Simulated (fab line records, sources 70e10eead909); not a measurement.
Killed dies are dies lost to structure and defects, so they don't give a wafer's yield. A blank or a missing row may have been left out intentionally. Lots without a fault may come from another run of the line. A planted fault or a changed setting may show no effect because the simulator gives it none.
Matching of chambers | flow nand-harc | NHARC_A_STAIRCASE_ETCH_292 on rie-diel-06: 4 sister chambers
The step etches the open film in CF4/CHF3. 4 wafers are shown with their chamber, then 9 later ones without.

## WAFERS, EACH WITH ITS CHAMBER
wafer  | chamber | drypump-motor-current-A (A)
L083.4 | 0       | 6.0
L088.3 | 1       | 5.4
L088.4 | 2       | 5.5
L088.6 | 3       | 4.8

## WAFERS WITHOUT THEIR CHAMBER
wafer  | drypump-motor-current-A (A)
L093.2 | 5.4
L093.4 | 5.6
L093.6 | 6.0
L097.1 | 4.8
L097.2 | 5.4
L097.3 | 5.6
L096.3 | 5.4
L096.5 | 4.8
L096.6 | 6.0

## EACH ONE'S CHAMBER
wafer  | from the rows above | in truth
L093.2 | 1                   | 1
L093.4 | 2                   | 2
L093.6 | 0                   | 0
L097.1 | 3                   | 3
L097.2 | 1                   | 1
L097.3 | 2                   | 2
L096.3 | 1                   | 1
L096.5 | 3                   | 3
L096.6 | 0                   | 0
Placed correctly: 9 of 9. Can't be placed from these rows: 0. 0 placed wrongly.
How it was worked out, from the rows above alone: a wafer's distance from a chamber is the root of the sum, over the readings, of the square of ((its reading less the chamber's mean) divided by the reading's scatter). The wafer belongs to the nearest chamber; if the next one is less than 2 further off, it can't be placed. For every chamber, the mean is computed from those of its wafers that are shown. The scatter: with one shown wafer a chamber, the root of the mean of the squares of how far each hidden wafer lies from its nearest shown one.
